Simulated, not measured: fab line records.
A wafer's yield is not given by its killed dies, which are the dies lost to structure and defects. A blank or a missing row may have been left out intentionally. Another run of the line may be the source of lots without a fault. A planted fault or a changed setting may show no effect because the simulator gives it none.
fab line records	flow n5Finfet	part 1 of 2: steps 1 to 3 of 6
[record] lots = 23	wafers = 69	lastDay = 17
route steps=1938 shown BEOL_M3@947
lots that met no fault: taken from a fault-free run of the same line
startH: start of the lot's first displayed wafer, in hours after the record's first day	waitH: time in hours since the lot's previous step	" unchanged from the row above	L1.1+2: one row covering several wafers at once	- value missing, or start not given	* or withheld: withheld	< > ~ a bound
route shown NAME@n: a module of which the file shows steps, and the number in the route of the first	usual: mean/standard deviation of fault-free wafers	same: alike in all rows	chamber/n: place in a boat	sites: readings site by site	_std_site: the standard deviation of these	_edge_site: mean of outer sites minus mean of inner sites	radiusMm: for every site, how far away it sits from the centre of the wafer	mask NAME#n: copy n	behind: tool/chamber where the wafer was last shaped	hold: why the lot went on hold/how many hours it stayed there/how the hold came to an end	device: which transistor (n, p or np) failed to switch	end of line: tests run on the same wafers once the route is complete	a step without rows: its recipe alone	killed: dies lost to structure and defects at the first sort, not the wafer's yield	map: a wafer's dies, marking killed ones x, the rest . and places with no die _
set.NAME: the setting that was run; set.NAME@STEP: the one run at that earlier step	model.NAME: the simulator's own value behind a step, which no gauge read
the route's steps for a sample of lots (tables are steps, rows are wafers)
services: a tool's chamber out of use, with start hour (startH, from the record's first day; less than 0 if before it), hours out, and reason
[[steps]]
[step N5_BEOL_M3_DESCUM_16]
[recipe] chemistry = O2	timeS = 7	sourcePowerW = 50	biasPowerW = 20	pressureMtorr = 20	rfFrequencyHz = 2.712e+07	tempC = 40	resist = CAR-EUV	o2FlowSccm = 225
[usual] drypumpMotorCurrentA = 5.84/0.24	oesProductAu = 0.78/0.083	rfVppV = 243.0/1.6	showerheadPlenumPTorr = 2.09/0.089	throttleValvePct = 20.51/0.23
[same] timeS = 7
lot.wafer	tool	chamber	startH	waitH	drypumpMotorCurrentA	oesProductAu	rfHoursCounterH	rfVppV	showerheadPlenumPTorr	throttleValvePct
L074.1	rieDiel-04	0	141.23	0.0	5.48	0.74	177	241.9	1.99	20.44
L074.4	"	1	"	"	6.00	0.87	67	242.3	2.04	20.14
L074.6	"	2	"	"	5.60	0.69	-	241.8	1.97	20.42
L075.1	rieDiel-04	3	150.92	0.0	6.22	0.75	167	243.4	2.08	20.68
L075.2	"	1	"	"	6.02	0.87	69	241.9	2.04	20.14
L075.4	"	0	"	"	5.54	0.73	179	240.1	1.99	20.44
L076.1	rieDiel-03	3	157.77	0.0	5.80	0.67	246	241.2	1.98	20.55
L076.3	"	0	"	"	6.27	0.73	170	244.3	2.09	20.75
L076.5	"	1	"	"	5.59	0.76	-	240.7	2.01	20.51
L077.2	rieDiel-04	1	157.97	0.0	6.01	0.87	71	242.5	2.04	20.15
L077.3	"	0	"	"	5.54	0.73	180	242.6	1.99	20.45
L077.4	"	2	"	"	5.62	0.69	247	242.5	1.97	20.42
L078.1	rieDiel-03	0	158.47	0.0	6.25	0.73	170	243.5	2.09	20.76
L078.3	"	1	"	"	5.56	0.76	165	242.0	2.01	20.53
L078.5	"	3	"	"	5.80	0.68	-	241.6	1.98	20.55
L079.1	rieDiel-05	3	170.59	0.0	5.99	0.75	147	241.8	2.01	20.60
L079.2	"	1	"	"	5.67	0.69	237	241.5	2.07	20.54
L079.4	"	0	"	"	5.80	0.69	223	242.9	2.07	20.85
L080.2	rieDiel-05	2	181.26	0.0	5.79	0.87	55	244.8	2.23	20.62
L080.4	"	1	"	"	5.68	0.69	241	242.7	2.07	20.55
L080.5	"	2	"	"	5.79	0.86	-	245.3	2.23	20.62
L081.1	rieDiel-05	0	185.78	0.0	5.80	0.69	228	241.0	2.07	20.86
L081.5	"	0	"	"	5.81	0.68	-	243.4	2.07	20.86
L081.6	"	3	"	"	6.02	0.75	-	242.5	2.01	20.58
L083.2	rieDiel-05	3	189.64	0.0	5.99	0.75	153	242.7	2.01	20.60
L083.4	"	1	"	"	5.69	0.69	244	243.0	2.07	20.54
L083.6	"	2	"	"	5.81	0.88	-	244.7	2.23	20.63
L082.1	rieDiel-04	3	192.62	0.0	6.21	0.74	180	242.8	2.08	20.71
L082.4	"	2	"	"	5.59	0.93	3	246.0	2.23	20.08
L082.6	"	0	"	"	5.55	0.71	-	241.9	1.98	20.46
L084.1	rieDiel-03	0	202.25	0.0	6.26	0.71	187	243.6	2.09	20.77
L084.2	"	1	"	"	5.59	0.74	182	242.8	2.00	20.54
L084.3	"	3	"	"	5.79	0.98	2	245.9	2.24	20.12
L085.2	rieDiel-03	1	217.97	0.0	5.59	0.74	185	242.5	2.00	20.55
L085.3	"	3	"	"	5.78	0.95	7	243.7	2.24	20.12
L085.6	"	1	"	"	5.56	0.74	-	242.2	2.00	20.54
L086.3	rieDiel-03	3	218.20	0.0	5.79	0.96	7	246.0	2.24	20.13
L086.4	"	0	"	"	6.25	0.71	191	242.7	2.09	20.78
L086.6	"	0	"	"	6.26	0.71	-	241.8	2.09	20.77
L087.1	rieDiel-03	1	218.61	0.3	5.60	0.75	186	241.2	2.00	20.55
L087.2	"	2	"	"	5.71	0.75	166	245.0	2.19	20.63
L087.5	"	1	"	"	5.59	0.75	-	243.4	2.00	20.54
L088.3	rieDiel-04	2	231.91	0.0	5.60	0.90	12	246.2	2.22	20.12
L088.4	"	1	"	"	6.02	0.84	93	241.5	2.03	20.19
L088.6	"	0	"	"	5.51	0.72	-	242.4	1.98	20.47
L089.1	rieDiel-03	1	232.35	0.0	5.62	0.74	189	241.2	2.00	20.53
L089.3	"	2	"	"	5.70	0.75	169	245.5	2.19	20.65
L089.4	"	0	"	"	6.25	0.72	195	242.3	2.08	20.78
L090.2	rieDiel-04	0	237.86	0.0	5.51	0.71	203	241.7	1.98	20.48
L090.5	"	2	"	"	5.62	0.89	-	246.5	2.22	20.10
L090.6	"	3	"	"	6.20	0.73	-	243.3	2.07	20.74
L092.1	rieDiel-04	3	246.45	0.3	6.21	0.73	194	242.6	2.07	20.75
L092.2	"	2	"	"	5.61	0.88	16	244.6	2.22	20.13
L092.5	"	1	"	"	6.02	0.83	-	240.6	2.03	20.19
L091.1	rieDiel-05	3	248.06	0.0	6.00	0.73	174	242.9	2.00	20.62
L091.4	"	0	"	"	5.82	0.68	249	242.1	2.06	20.89
L091.5	"	1	"	"	5.67	0.98	-	241.5	2.07	20.18
L093.1	rieDiel-03	0	261.34	0.0	6.27	0.70	205	241.9	2.08	20.79
L093.3	"	3	"	"	5.78	0.92	21	245.6	2.23	20.16
L093.4	"	1	"	"	5.61	0.73	199	241.4	2.00	20.57
L095.1	rieDiel-04	3	268.09	0.1	6.21	0.72	203	243.2	2.07	20.74
L095.2	"	2	"	"	5.63	0.86	24	247.3	2.22	20.13
L095.3	"	1	"	"	6.03	0.83	105	241.8	2.02	20.19
L096.1	rieDiel-05	1	275.51	0.1	5.66	0.94	16	241.8	2.06	20.19
L096.4	"	3	"	"	5.98	0.72	183	241.9	2.00	20.63
L096.5	"	2	"	"	5.83	0.83	-	245.1	2.22	20.67
L097.2	rieDiel-03	3	277.64	0.0	5.82	0.90	27	243.6	2.23	20.16
L097.4	"	0	"	"	6.28	0.69	211	243.0	2.08	20.79
L097.5	"	0	"	"	6.28	0.71	-	242.0	2.08	20.81
[step N5_BEOL_M3_HM_OPEN_17]
[recipe] chemistry = Cl2/BCl3	targetDepthA = 200	overetchA = 60	target = TiN	maskMaterial = SOC	ionEnergyEv = 150	pressureMtorr = 10	icpW = 1000	biasW = 126	Cl2_flow_sccm = 53.25	bcl3FlowSccm = 21.75	Ar_flow_sccm = 25
[usual] bcl3FlowSccm = 21.74/0.072	drypumpMotorCurrentA = 5.5/0.51	oesProductAu = 0.65/0.089	throttleValvePct = 22.14/0.29
lot.wafer	tool	chamber	startH	waitH	bcl3FlowSccm	drypumpMotorCurrentA	oesProductAu	rfHoursCounterH	throttleValvePct
L074.1	rieMetal-03	0	141.48	0.0	21.70	6.4	0.75	8	21.62
L074.4	"	1	"	"	21.81	4.8	0.76	-	21.96
L074.6	"	1	"	"	21.76	4.8	0.76	-	21.94
L075.1	rieMetal-02	1	151.25	0.1	21.78	5.6	0.55	109	22.21
L075.2	"	0	"	"	21.65	5.4	0.57	98	22.49
L075.4	"	0	"	"	21.70	5.4	0.56	-	22.51
L076.1	rieMetal-03	1	158.02	0.0	21.81	4.8	0.75	14	21.96
L076.3	"	0	"	"	21.75	6.4	0.74	-	21.64
L076.5	"	1	"	"	21.76	4.9	0.74	-	21.97
L077.2	rieMetal-02	1	158.22	0.0	21.76	5.6	0.53	109	22.27
L077.3	"	1	"	"	21.70	5.6	0.55	-	22.25
L077.4	"	0	"	"	21.77	5.4	0.56	-	22.51
L078.1	rieMetal-03	0	158.72	0.0	21.80	6.4	0.75	10	21.62
L078.3	"	0	"	"	21.90	6.4	0.74	-	21.64
L078.5	"	0	"	"	21.88	6.4	0.75	-	21.63
L079.1	rieMetal-03	0	170.84	0.0	21.79	6.3	0.75	11	21.64
L079.2	"	1	"	"	21.67	4.8	0.74	15	21.95
L079.4	"	1	"	"	21.71	4.9	0.75	-	21.94
L080.2	rieMetal-03	1	181.51	0.0	21.72	4.8	0.74	16	21.96
L080.4	"	1	"	"	21.77	4.8	0.73	-	21.95
L080.5	"	1	"	"	21.73	4.9	0.73	-	21.95
L081.1	rieMetal-02	1	186.03	0.0	21.80	5.6	0.54	111	22.27
L081.5	"	1	"	"	21.71	5.6	0.54	-	22.26
L081.6	"	0	"	"	21.76	5.4	0.56	-	22.52
L083.2	rieMetal-02	1	189.88	0.0	21.81	5.6	0.54	112	22.23
L083.4	"	0	"	"	21.76	5.4	0.57	-	22.51
L083.6	"	1	"	"	21.86	5.6	0.55	-	22.25
L082.1	rieMetal-01	1	192.87	0.0	21.74	5.1	0.74	13	22.19
L082.4	"	1	"	"	21.75	5.1	0.73	-	22.19
L082.6	"	0	"	"	21.61	5.9	0.68	-	22.34
L084.1	rieMetal-03	1	202.50	0.0	21.60	4.8	0.73	17	21.95
L084.2	"	1	"	"	21.70	4.8	0.74	-	21.97
L084.3	"	1	"	"	21.78	4.8	0.73	-	21.96
L085.2	rieMetal-01	0	218.22	0.0	21.61	5.9	0.69	28	22.32
L085.3	"	0	"	"	21.65	5.9	0.68	-	22.33
L085.6	"	1	"	"	21.74	5.1	0.75	-	22.16
L086.3	rieMetal-02	1	218.48	0.1	21.85	5.6	0.53	-	22.24
L086.4	"	0	"	"	21.77	5.4	0.56	-	22.54
L086.6	"	0	"	"	21.89	5.4	0.56	-	22.53
L087.1	rieMetal-01	1	218.85	0.0	21.80	5.1	0.74	15	22.17
L087.2	"	0	"	"	21.64	5.9	0.68	28	22.35
L087.5	"	1	"	"	21.78	5.1	0.73	-	22.20
L088.3	rieMetal-02	1	232.22	0.1	21.61	5.6	0.53	-	22.25
L088.4	"	1	"	"	21.64	5.6	0.54	-	22.25
L088.6	"	1	"	"	21.68	5.6	0.53	-	22.25
L089.1	rieMetal-03	0	232.60	0.0	21.67	6.3	0.73	15	21.65
L089.3	"	0	"	"	21.60	6.4	0.73	-	21.63
L089.4	"	1	"	"	21.63	4.8	0.72	-	21.96
L090.2	rieMetal-02	0	238.12	0.0	21.70	5.4	0.55	104	22.52
L090.5	"	0	"	"	21.78	5.4	0.55	-	22.52
L090.6	"	1	"	"	21.80	5.6	0.53	-	22.26
L092.1	rieMetal-01	0	246.71	0.0	21.68	5.9	0.68	31	22.33
L092.2	"	1	"	"	21.72	5.1	0.72	18	22.18
L092.5	"	1	"	"	21.75	5.1	0.72	-	22.20
L091.1	rieMetal-01	1	248.31	0.0	21.66	5.1	0.72	18	22.21
L091.4	"	1	"	"	21.65	5.1	0.72	-	22.20
L091.5	"	0	"	"	21.76	5.9	0.67	-	22.35
L093.1	rieMetal-03	0	261.59	0.0	21.68	6.4	0.71	18	21.68
L093.3	"	0	"	"	21.72	6.4	0.71	-	21.65
L093.4	"	1	"	"	21.72	4.8	0.71	-	21.96
L095.1	rieMetal-03	1	268.34	0.0	21.78	4.8	0.72	24	21.95
L095.2	"	0	"	"	21.71	6.4	0.72	18	21.64
L095.3	"	0	"	"	21.73	6.4	0.72	-	21.65
L096.1	rieMetal-02	1	275.76	0.0	21.79	5.6	0.51	120	22.29
L096.4	"	0	"	"	21.80	5.4	0.55	-	22.54
L096.5	"	1	"	"	21.85	5.6	0.52	-	22.28
L097.2	rieMetal-02	1	277.88	0.0	21.78	5.6	0.52	120	22.28
L097.4	"	1	"	"	21.79	5.6	0.52	-	22.27
L097.5	"	1	"	"	21.76	5.6	0.52	-	22.29
[step N5_BEOL_M3_ETCH_69]
[recipe] chemistry = CF4	target = SiARC	targetDepthA = 156	maskMaterial = CAR-EUV	timeS = 26	ionEnergyEv = 80	pressureMtorr = 40	sourceW = 545	biasW = 36	Ar_flow_sccm = 100	cf4FlowSccm = 100	ends = cleared
[usual] drypumpMotorCurrentA = 5.84/0.23	etchRfOnTimeS = 26.0/0.4	oesProductAu = 0.67/0.072	rfVppV = 183.9/1.3	showerheadPlenumPTorr = 2.13/0.08	throttleValvePct = 15.70/0.24
lot.wafer	tool	chamber	startH	waitH	drypumpMotorCurrentA	etchRfOnTimeS	oesProductAu	rfHoursCounterH	rfVppV	showerheadPlenumPTorr	throttleValvePct
L074.1	rieDiel-04	1	142.29	0.0	6.03	26.3	0.73	67	183.6	2.09	15.31
L074.4	"	3	"	"	6.20	26.7	0.64	165	185.1	2.14	15.90
L074.6	"	3	"	"	6.21	26.5	0.64	-	186.0	2.14	15.89
L075.1	rieDiel-05	3	152.06	0.0	6.01	26.0	0.65	142	182.4	2.06	15.78
L075.2	"	2	"	"	5.82	25.1	0.76	49	185.6	2.27	15.65
L075.4	"	1	"	"	5.66	26.1	0.59	232	182.3	2.12	15.72
L076.1	rieDiel-05	1	158.69	0.0	5.67	26.0	0.60	234	184.4	2.12	15.71
L076.3	"	3	"	"	6.00	25.8	0.64	144	182.4	2.06	15.78
L076.5	"	3	"	"	5.98	26.0	0.65	-	182.7	2.06	15.81
L077.2	rieDiel-04	1	158.97	0.0	6.00	26.1	0.73	71	184.3	2.09	15.31
L077.3	"	0	"	"	5.56	25.7	0.63	180	183.4	2.06	15.71
L077.4	"	3	"	"	6.22	26.2	0.63	168	184.3	2.14	15.91
L078.1	rieDiel-03	1	160.41	0.0	5.57	26.1	0.65	166	181.8	2.07	15.78
L078.3	"	3	"	"	5.78	26.2	0.58	247	183.0	2.02	15.74
L078.5	"	3	"	"	5.79	26.1	0.58	-	182.1	2.02	15.74
L079.1	rieDiel-05	3	171.64	0.0	6.00	26.2	0.64	147	184.4	2.06	15.79
L079.2	"	0	"	"	5.79	26.2	0.59	223	183.8	2.12	16.05
L079.4	"	1	"	"	5.68	26.2	0.59	238	184.4	2.12	15.73
L080.2	rieDiel-04	0	182.21	0.0	5.53	25.9	0.62	188	184.0	2.06	15.73
L080.4	"	3	"	"	6.24	26.1	0.63	-	182.7	2.14	15.91
L080.5	"	0	"	"	5.49	25.6	0.63	-	182.8	2.06	15.72
L081.1	rieDiel-03	0	186.71	0.0	6.26	25.8	0.63	180	184.3	2.13	15.85
L081.5	"	1	"	"	5.61	25.9	0.63	-	182.7	2.07	15.81
L081.6	"	0	"	"	6.23	26.1	0.61	-	185.1	2.13	15.83
L083.2	rieDiel-04	0	190.61	0.0	5.49	26.0	0.63	191	183.1	2.06	15.73
L083.4	"	3	"	"	6.21	26.0	0.64	179	184.0	2.14	15.93
L083.6	"	1	"	"	6.01	25.9	0.72	-	182.7	2.08	15.36
L082.1	rieDiel-05	0	193.67	0.0	5.82	26.1	0.59	230	185.3	2.11	16.06
L082.4	"	1	"	"	5.67	26.6	0.58	245	182.9	2.12	15.74
L082.6	"	1	"	"	5.67	26.6	0.58	-	183.7	2.12	15.74
L084.1	rieDiel-04	3	203.43	0.0	6.21	26.1	0.63	182	184.3	2.14	15.92
L084.2	"	2	"	"	5.58	26.4	0.79	5	184.7	2.28	15.29
L084.3	"	1	"	"	6.00	26.0	0.72	86	181.1	2.08	15.34
L085.2	rieDiel-04	3	219.05	0.0	6.22	26.1	0.63	187	183.9	2.13	15.95
L085.3	"	1	"	"	6.00	26.2	0.70	90	182.6	2.08	15.35
L085.6	"	1	"	"	6.02	26.2	0.70	-	181.9	2.08	15.34
L086.3	rieDiel-04	2	219.25	0.0	5.59	26.6	0.77	9	183.4	2.28	15.29
L086.4	"	0	"	"	5.44	25.9	0.62	199	182.1	2.05	15.74
L086.6	"	0	"	"	5.51	25.7	0.62	-	182.8	2.05	15.74
L087.1	rieDiel-05	2	219.53	0.0	5.80	25.4	0.73	69	184.8	2.27	15.70
L087.2	"	0	"	"	5.80	26.4	0.58	238	185.3	2.11	16.08
L087.5	"	0	"	"	5.81	26.0	0.58	-	184.3	2.11	16.07
L088.3	rieDiel-05	0	232.99	0.0	5.81	25.9	0.58	244	184.5	2.11	16.08
L088.4	"	2	"	"	5.81	25.1	0.73	-	185.5	2.26	15.72
L088.6	"	3	"	"	5.98	26.3	0.62	-	182.7	2.05	15.84
L089.1	rieDiel-04	1	233.35	0.0	6.01	26.1	0.70	93	183.9	2.08	15.37
L089.3	"	2	"	"	5.61	26.9	0.76	12	185.9	2.28	15.31
L089.4	"	0	"	"	5.52	25.8	0.61	202	181.7	2.05	15.74
L090.2	rieDiel-05	3	238.84	0.0	6.01	26.0	0.62	171	183.0	2.05	15.84
L090.5	"	3	"	"	6.00	26.0	0.62	-	183.5	2.05	15.85
L090.6	"	2	"	"	5.80	25.1	0.73	-	185.8	2.26	15.72
L092.1	rieDiel-03	0	247.71	0.0	6.27	25.8	0.60	201	184.2	2.12	15.90
L092.2	"	2	"	"	5.72	26.0	0.64	175	184.2	2.21	15.74
L092.5	"	3	"	"	5.77	25.5	0.80	-	186.7	2.27	15.27
L091.1	rieDiel-03	2	249.04	0.0	5.71	26.1	0.63	175	184.9	2.21	15.75
L091.4	"	0	"	"	6.26	26.0	0.61	201	183.5	2.12	15.91
L091.5	"	0	"	"	6.25	25.8	0.61	-	185.3	2.12	15.89
L093.1	rieDiel-03	3	262.27	0.0	5.78	26.0	0.78	21	186.9	2.27	15.28
L093.3	"	1	"	"	5.57	26.5	0.62	199	182.5	2.06	15.84
L093.4	"	0	"	"	6.27	26.2	0.60	205	184.9	2.12	15.91
L095.1	rieDiel-05	1	269.16	0.0	5.67	25.8	0.80	13	183.8	2.11	15.27
L095.2	"	2	"	"	5.84	25.2	0.71	88	186.2	2.26	15.74
L095.3	"	3	"	"	6.01	26.4	0.61	181	183.4	2.05	15.86
L096.1	rieDiel-05	2	276.53	0.0	5.81	25.2	0.71	90	186.2	2.26	15.75
L096.4	"	3	"	"	6.00	26.0	0.62	184	182.5	2.05	15.88
L096.5	"	1	"	"	5.67	25.6	0.81	-	184.3	2.11	15.28
L097.2	rieDiel-03	0	278.68	0.0	6.26	26.0	0.60	211	184.8	2.12	15.91
L097.4	"	1	"	"	5.57	25.8	0.62	206	181.8	2.06	15.86
L097.5	"	1	"	"	5.55	26.0	0.62	-	182.7	2.06	15.85
